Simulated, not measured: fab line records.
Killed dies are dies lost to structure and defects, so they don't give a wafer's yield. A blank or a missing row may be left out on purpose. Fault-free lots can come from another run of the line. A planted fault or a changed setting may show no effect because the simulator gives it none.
fab line records	flow n5Finfet	part 1 of 2: steps 1 to 3 of 6
[record] lots = 20	wafers = 60	lastDay = 17
route steps=1938 shown SD_EPI_N@278 SD_EPI_P@311 SDB@360 HKMG_FIN@386
lots that met no fault: taken from a fault-free run of the same line
startH: hours from the record's first day to the start of the lot's first wafer shown	waitH: hours from the lot's prior step to this one	" the same as in the row above	L1.1+2: a single row standing in for several wafers	- either no value or no given start	* or withheld: withheld	< > ~ a bound
route shown NAME@n: a module of which the file shows steps, and the number in the route of the first	usual: the fault-free wafers' mean and standard deviation	same: alike in all rows	chamber/n: place in a boat	sites: each site's reading	_std_site: standard deviation across them	_edge_site: inner sites' mean taken away from outer sites' mean	radiusMm: how far each site lies from the wafer's centre	mask NAME#n: copy n	behind: the most recent tool/chamber to have shaped the wafer	hold: the reason the lot was held/the length of the hold in hours/how it ended	device: transistor that didn't switch, given as n, p or np	end of line: tests of these same wafers at the route's end	a step with no rows: only its recipe	killed: not the wafer's yield, but the dies lost to structure and defects at the first sort	map: the dies of a wafer, with x for killed, . for not killed, _ for no die there
set.NAME: setting as actually run; set.NAME@STEP: the setting as run at that earlier step	model.NAME: the simulator's own value behind a step, which no gauge read
steps of the route over a sample of lots; a table a step, a row a wafer
services: when a tool's chamber went out of use (startH, in hours from the record's first day, below 0 if earlier), for how many hours, and the reason
[[steps]]
[step N5_SD_EPI_N_ETCH_45]
[recipe] chemistry = CH3F/O2	target = SiOCN	targetDepthA = 60	maskMaterial = SOC	ionEnergyEv = 60	biasW = 29	pressureMtorr = 15	sourceW = 410	Ar_flow_sccm = 150	CH3F_flow_sccm = 30	O2_flow_sccm = 20
[usual] biasW = 28.99/0.095	drypumpMotorCurrentA = 5.8/0.34	oesProductAu = 0.80/0.085	rfVppV = 127.7/1	showerheadPlenumPTorr = 2.03/0.069	throttleValvePct = 23.25/0.27
lot.wafer	tool	chamber	startH	waitH	biasW	drypumpMotorCurrentA	oesProductAu	rfHoursCounterH	rfVppV	showerheadPlenumPTorr	throttleValvePct
L074.4	rieDiel-03	2	51.45	0.1	29.01	5.8	0.98	5	128.8	2.13	22.94
L074.5	"	2	"	"	28.90	5.8	0.97	-	129.4	2.13	22.97
L074.6	"	1	"	"	28.93	5.4	0.79	-	126.1	1.92	22.81
L075.1	rieDiel-03	3	57.43	0.1	29.10	5.5	0.75	147	126.8	1.99	23.59
L075.3	"	0	"	"	28.92	5.7	0.71	196	127.6	2.06	23.53
L075.6	"	1	"	"	28.97	5.4	0.78	-	127.0	1.92	22.83
L077.1	rieDiel-04	1	69.55	0.1	29.07	6.4	0.70	206	129.1	2.06	23.51
L077.2	"	0	"	"	29.01	6.3	0.73	188	128.6	2.06	23.29
L077.5	"	1	"	"	28.97	6.4	0.70	-	127.6	2.06	23.52
L078.1	rieDiel-04	3	73.49	0.1	28.88	6.2	0.79	138	127.8	2.00	23.56
L078.3	"	0	"	"	28.96	6.2	0.74	189	127.4	2.06	23.29
L078.5	"	3	"	"	29.00	6.3	0.79	-	127.7	2.00	23.54
L079.2	rieDiel-03	0	79.04	0.1	29.04	5.7	0.70	204	129.3	2.06	23.55
L079.4	"	3	"	"	28.97	5.6	0.74	154	126.4	1.99	23.58
L079.5	"	0	"	"	29.01	5.7	0.70	-	129.0	2.06	23.54
L081.3	rieDiel-05	1	92.76	0.1	28.95	5.5	0.73	156	129.0	2.07	23.31
L081.4	"	0	"	"	28.99	5.6	0.93	9	127.8	2.14	23.02
L081.5	"	1	"	"	28.95	5.5	0.72	-	127.5	2.07	23.31
L082.2	rieDiel-05	2	100.91	0.1	29.13	5.5	0.90	25	127.3	2.03	23.17
L082.3	"	0	"	"	28.81	5.6	0.91	12	127.9	2.13	23.02
L082.6	"	3	"	"	29.08	5.8	0.90	-	125.8	1.95	23.22
L083.3	rieDiel-03	1	106.30	0.1	28.99	5.4	0.77	-	126.1	1.91	22.83
L083.4	"	2	"	"	29.04	5.7	0.92	-	130.2	2.12	22.96
L083.5	"	2	"	"	29.06	5.7	0.92	-	127.9	2.12	22.96
L084.4	rieDiel-03	2	110.84	0.1	28.95	5.8	0.93	-	128.8	2.12	22.96
L084.5	"	1	"	"	29.01	5.4	0.77	-	126.3	1.91	22.82
L084.6	"	2	"	"	29.10	5.7	0.93	-	129.0	2.12	22.98
L085.2	rieDiel-03	1	116.20	0.1	28.97	5.5	0.76	144	127.3	1.91	22.86
L085.4	"	2	"	"	28.98	5.7	0.91	-	128.2	2.12	22.96
L085.5	"	1	"	"	29.07	5.4	0.76	-	128.3	1.91	22.85
L086.1	rieDiel-04	0	120.55	0.1	29.09	6.3	0.73	207	128.6	2.05	23.33
L086.2	"	1	"	"	28.90	6.5	0.70	224	128.1	2.06	23.55
L086.6	"	3	"	"	28.95	6.3	0.78	-	125.8	1.99	23.57
L087.1	rieDiel-05	1	126.70	0.1	29.02	5.5	0.72	168	127.8	2.07	23.34
L087.2	"	2	"	"	28.85	5.5	0.88	34	128.4	2.03	23.17
L087.3	"	0	"	"	29.06	5.7	0.89	21	129.5	2.13	23.04
L088.1	rieDiel-05	0	135.46	0.1	28.97	5.7	0.89	24	128.6	2.13	23.04
L088.4	"	1	"	"	29.03	5.5	0.72	171	129.1	2.07	23.33
L088.5	"	3	"	"	29.04	5.8	0.86	-	127.6	1.95	23.24
L089.1	rieDiel-03	1	140.08	0.1	29.00	5.4	0.75	152	126.6	1.91	22.87
L089.3	"	3	"	"	28.99	5.5	0.73	167	128.4	1.99	23.63
L089.6	"	2	"	"	28.86	5.8	0.91	-	128.4	2.12	22.97
L090.3	rieDiel-04	2	143.57	0.1	28.91	6.0	0.75	150	127.9	1.98	23.66
L090.4	"	3	"	"	28.82	6.2	0.76	165	126.7	1.99	23.58
L090.6	"	1	"	"	29.04	6.5	0.69	-	129.4	2.05	23.55
L091.1	rieDiel-04	3	151.48	0.1	28.92	6.2	0.76	168	126.2	1.99	23.58
L091.2	"	2	"	"	28.90	6.0	0.76	153	127.2	1.98	23.64
L091.6	"	1	"	"	29.08	6.5	0.68	-	127.5	2.05	23.55
L092.1	rieDiel-05	2	158.89	0.1	28.97	5.5	0.86	45	127.4	2.02	23.19
L092.2	"	3	"	"	29.03	5.8	0.86	46	125.8	1.95	23.24
L092.3	"	0	"	"	28.99	5.6	0.87	31	128.5	2.13	23.04
L093.3	rieDiel-05	2	164.61	0.1	28.91	5.5	0.85	47	127.1	2.02	23.19
L093.4	"	1	"	"	28.83	5.5	0.70	180	127.2	2.06	23.35
L093.6	"	1	"	"	29.01	5.5	0.71	-	127.9	2.06	23.35
L094.1	rieDiel-04	1	170.88	0.1	28.83	6.5	0.68	242	127.3	2.05	23.56
L094.4	"	0	"	"	28.84	6.2	0.71	225	128.5	2.05	23.33
L094.6	"	0	"	"	28.99	6.3	0.71	-	128.1	2.05	23.35
L096.3	rieDiel-05	3	189.87	0.1	29.03	5.8	0.85	56	126.5	1.94	23.27
L096.4	"	2	"	"	29.19	5.5	0.85	55	128.0	2.02	23.21
L096.6	"	1	"	"	28.84	5.5	0.70	-	127.4	2.06	23.34
[step N5_SD_EPI_N_STRIP_38]
[recipe] chemistry = N2/H2	powerW = 1000	tempC = 250	h2Frac = 0.65	overashFraction = 0.3	pressureMtorr = withheld	n2FlowSccm = 1750	h2FlowSccm = 3250
[usual] drypumpMotorCurrentA = 5.65/0.22	heaterPowerW = 347/26	oesProductAu = 0.761/0.01
[same] overashFraction = 0.3
lot.wafer	tool	chamber	startH	waitH	drypumpMotorCurrentA	heaterPowerW	oesProductAu	rfHoursCounterH
L074.4	plasmaAsher-01	0	51.74	0.1	5.82	359	0.760	-
L074.5	"	0	"	"	5.82	356	0.759	-
L074.6	"	1	"	"	5.75	340	0.753	-
L075.1	plasmaAsher-02	1	57.69	0.1	5.60	316	0.772	33
L075.3	"	1	"	"	5.63	304	0.773	-
L075.6	"	0	"	"	5.25	384	0.784	-
L077.1	plasmaAsher-01	1	69.81	0.1	5.74	331	0.784	85
L077.2	"	0	"	"	5.85	352	0.773	85
L077.5	"	1	"	"	5.76	342	0.757	-
L078.1	plasmaAsher-01	0	73.76	0.1	5.85	357	0.770	85
L078.3	"	1	"	"	5.76	341	0.759	-
L078.5	"	1	"	"	5.77	344	0.758	-
L079.2	plasmaAsher-02	1	79.31	0.1	5.69	310	0.779	38
L079.4	"	1	"	"	5.67	297	0.746	-
L079.5	"	1	"	"	5.66	314	0.759	-
L081.3	plasmaAsher-01	1	93.05	0.1	5.69	341	0.746	-
L081.4	"	0	"	"	5.83	350	0.762	-
L081.5	"	0	"	"	5.83	352	0.789	-
L082.2	plasmaAsher-01	1	101.18	0.1	5.71	341	0.763	93
L082.3	"	1	"	"	5.75	337	0.775	-
L082.6	"	1	"	"	5.74	343	0.759	-
L083.3	plasmaAsher-01	1	106.67	0.1	5.75	331	0.776	-
L083.4	"	0	"	"	5.83	356	0.773	-
L083.5	"	1	"	"	5.78	330	0.754	-
L084.4	plasmaAsher-01	0	111.15	0.1	5.82	342	0.755	-
L084.5	"	0	"	"	5.84	351	0.742	-
L084.6	"	1	"	"	5.75	348	0.768	-
L085.2	plasmaAsher-01	1	116.54	0.1	5.75	339	0.776	97
L085.4	"	1	"	"	5.75	342	0.762	-
L085.5	"	0	"	"	5.82	364	0.758	-
L086.1	plasmaAsher-01	0	120.82	0.1	5.82	354	0.748	98
L086.2	"	1	"	"	5.77	341	0.766	98
L086.6	"	1	"	"	5.74	345	0.762	-
L087.1	plasmaAsher-02	1	126.97	0.1	5.68	315	0.765	44
L087.2	"	0	"	"	5.24	378	0.771	44
L087.3	"	0	"	"	5.22	381	0.748	-
L088.1	plasmaAsher-01	0	135.72	0.1	5.83	356	0.764	101
L088.4	"	1	"	"	5.72	340	0.762	-
L088.5	"	0	"	"	5.83	358	0.764	-
L089.1	plasmaAsher-01	1	140.35	0.1	5.72	342	0.750	102
L089.3	"	1	"	"	5.75	341	0.769	-
L089.6	"	1	"	"	5.72	343	0.752	-
L090.3	plasmaAsher-02	0	143.86	0.1	5.21	381	0.773	-
L090.4	"	1	"	"	5.72	308	0.761	-
L090.6	"	1	"	"	5.75	313	0.780	-
L091.1	plasmaAsher-01	0	151.75	0.1	5.83	349	0.756	104
L091.2	"	1	"	"	5.78	334	0.769	104
L091.6	"	1	"	"	5.75	344	0.762	-
L092.1	plasmaAsher-02	0	159.16	0.1	5.24	382	0.760	50
L092.2	"	1	"	"	5.68	300	0.776	50
L092.3	"	0	"	"	5.22	392	0.751	-
L093.3	plasmaAsher-02	0	165.00	0.2	5.23	374	0.747	-
L093.4	"	1	"	"	5.74	299	0.772	-
L093.6	"	1	"	"	5.71	311	0.765	-
L094.1	plasmaAsher-02	1	171.14	0.1	5.68	307	0.761	53
L094.4	"	1	"	"	5.63	306	0.775	-
L094.6	"	0	"	"	5.23	390	0.779	-
L096.3	plasmaAsher-02	0	190.16	0.1	5.21	384	0.760	-
L096.4	"	1	"	"	5.68	315	0.761	-
L096.6	"	1	"	"	5.73	307	0.767	-
[step N5_SD_EPI_P_ETCH_47]
[recipe] chemistry = CH3F/O2	target = SiOCN	targetDepthA = 250	maskMaterial = SOC	ionEnergyEv = 60	biasW = 29	pressureMtorr = 30	sourceW = 410	Ar_flow_sccm = 150	CH3F_flow_sccm = 30	O2_flow_sccm = 20
[usual] biasW = 29.00/0.089	drypumpMotorCurrentA = 5.8/0.41	oesProductAu = 0.79/0.099	rfVppV = 127.3/1.6	showerheadPlenumPTorr = 2.00/0.059	throttleValvePct = 16.25/0.22
lot.wafer	tool	chamber	startH	waitH	biasW	drypumpMotorCurrentA	oesProductAu	rfHoursCounterH	rfVppV	showerheadPlenumPTorr	throttleValvePct
L074.4	rieDiel-02	3	55.92	0.1	29.10	5.6	0.72	166	126.2	2.07	16.29
L074.5	"	1	"	"	29.19	6.1	0.69	-	127.3	1.98	16.61
L074.6	"	0	"	"	28.86	5.9	0.74	-	126.3	1.99	16.38
L075.1	rieDiel-02	0	61.91	0.1	28.91	5.9	0.74	181	127.4	1.99	16.37
L075.3	"	3	"	"	28.89	5.6	0.72	168	126.8	2.07	16.27
L075.6	"	1	"	"	29.05	6.0	0.70	-	124.6	1.98	16.60
L077.1	rieDiel-06	1	75.75	0.1	28.96	6.7	0.93	23	131.0	2.13	16.23
L077.2	"	2	"	"	28.92	5.6	0.72	189	127.1	1.98	16.12
L077.5	"	0	"	"	28.98	5.8	0.67	-	128.0	1.97	16.46
L078.1	rieDiel-02	3	77.99	0.1	28.80	5.5	0.71	172	128.5	2.07	16.30
L078.3	"	0	"	"	29.12	5.9	0.74	186	127.3	1.99	16.38
L078.5	"	2	"	"	29.00	6.0	0.70	-	126.1	1.96	16.62
L079.2	rieDiel-06	3	83.49	0.1	29.09	5.9	0.92	18	125.7	1.96	15.99
L079.4	"	1	"	"	28.79	6.6	0.92	25	131.7	2.13	16.23
L079.5	"	3	"	"	29.19	5.9	0.91	-	127.7	1.96	15.98
L081.3	rieDiel-01	1	97.52	0.1	29.09	5.8	0.77	125	127.3	1.92	15.99
L081.4	"	0	"	"	28.94	5.7	0.77	-	129.7	2.10	16.44
L081.5	"	2	"	"	28.83	4.9	0.85	-	128.7	1.95	16.01
L082.2	rieDiel-06	2	105.35	0.1	29.03	5.7	0.71	197	126.8	1.98	16.12
L082.3	"	1	"	"	28.97	6.6	0.91	30	129.7	2.12	16.23
L082.6	"	2	"	"	28.99	5.7	0.70	-	127.6	1.98	16.12
L083.3	rieDiel-02	1	112.41	0.1	29.01	6.1	0.69	252	127.2	1.97	16.63
L083.4	"	0	"	"	29.01	5.9	0.73	-	126.4	1.99	16.42
L083.5	"	1	"	"	28.99	6.1	0.68	-	125.7	1.97	16.64
L084.4	rieDiel-06	0	115.18	0.1	29.19	5.8	0.66	254	125.6	1.97	16.48
L084.5	"	0	"	"	29.18	5.8	0.66	-	124.8	1.97	16.49
L084.6	"	1	"	"	29.11	6.6	0.90	-	131.0	2.12	16.23
L085.2	rieDiel-02	3	120.66	0.1	28.97	5.6	0.70	186	128.6	2.06	16.32
L085.4	"	1	"	"	28.94	6.0	0.68	-	125.0	1.97	16.65
L085.5	"	0	"	"	28.99	6.0	0.73	-	125.8	1.99	16.42
L086.1	rieDiel-01	0	125.05	0.1	29.10	5.7	0.75	132	129.9	2.10	16.48
L086.2	"	2	"	"	29.01	4.9	0.84	57	128.6	1.95	16.01
L086.6	"	2	"	"	28.99	4.9	0.83	-	126.3	1.95	16.04
L087.1	rieDiel-02	3	131.06	0.1	29.14	5.5	0.70	190	128.0	2.06	16.33
L087.2	"	1	"	"	28.97	6.1	0.67	259	125.9	1.97	16.64
L087.3	"	0	"	"	29.02	5.9	0.73	203	126.5	1.99	16.39
L088.1	rieDiel-06	2	140.56	0.1	29.07	5.7	0.70	210	128.3	1.98	16.14
L088.4	"	2	"	"	29.15	5.7	0.70	-	127.2	1.98	16.15
L088.5	"	3	"	"	28.91	5.9	0.88	-	128.1	1.96	16.01
L089.1	rieDiel-02	3	145.32	0.1	28.90	5.6	0.70	196	126.0	2.06	16.34
L089.3	"	2	"	"	28.99	6.0	0.99	3	125.6	1.96	16.16
L089.6	"	3	"	"	29.00	5.6	0.69	-	126.4	2.06	16.35
L090.3	rieDiel-06	0	148.20	0.1	28.98	5.8	1.02	1	125.4	1.97	15.96
L090.4	"	3	"	"	28.85	5.9	0.87	-	126.4	1.95	16.03
L090.6	"	0	"	"	29.03	5.8	1.00	-	127.0	1.97	15.97
L091.1	rieDiel-06	0	156.09	0.1	29.08	5.8	0.98	5	127.5	1.96	15.98
L091.2	"	3	"	"	29.01	5.9	0.86	44	126.5	1.95	16.03
L091.6	"	0	"	"	29.04	5.8	0.98	-	128.3	1.96	15.98
L092.1	rieDiel-02	2	164.78	0.1	29.16	6.0	0.95	10	126.2	1.96	16.16
L092.2	"	3	"	"	29.08	5.6	0.69	203	127.3	2.06	16.35
L092.3	"	0	"	"	29.13	5.9	0.71	216	126.3	1.98	16.44
L093.3	rieDiel-01	3	169.20	0.1	28.95	4.7	0.83	88	127.5	1.93	16.06
L093.4	"	0	"	"	29.07	5.7	0.75	145	129.5	2.09	16.50
L093.6	"	1	"	"	29.23	5.8	0.75	-	126.1	1.92	16.01
L094.1	rieDiel-06	1	175.43	0.1	29.02	6.6	0.88	49	130.7	2.12	16.29
L094.4	"	2	"	"	29.09	5.6	0.70	215	128.2	1.98	16.15
L094.6	"	2	"	"	29.01	5.6	0.69	-	127.3	1.98	16.14
L096.3	rieDiel-06	3	194.31	0.1	28.94	5.9	0.85	57	127.2	1.95	16.04
L096.4	"	2	"	"	28.88	5.7	0.70	222	127.6	1.97	16.15
L096.6	"	3	"	"	29.05	5.9	0.85	-	128.8	1.95	16.05
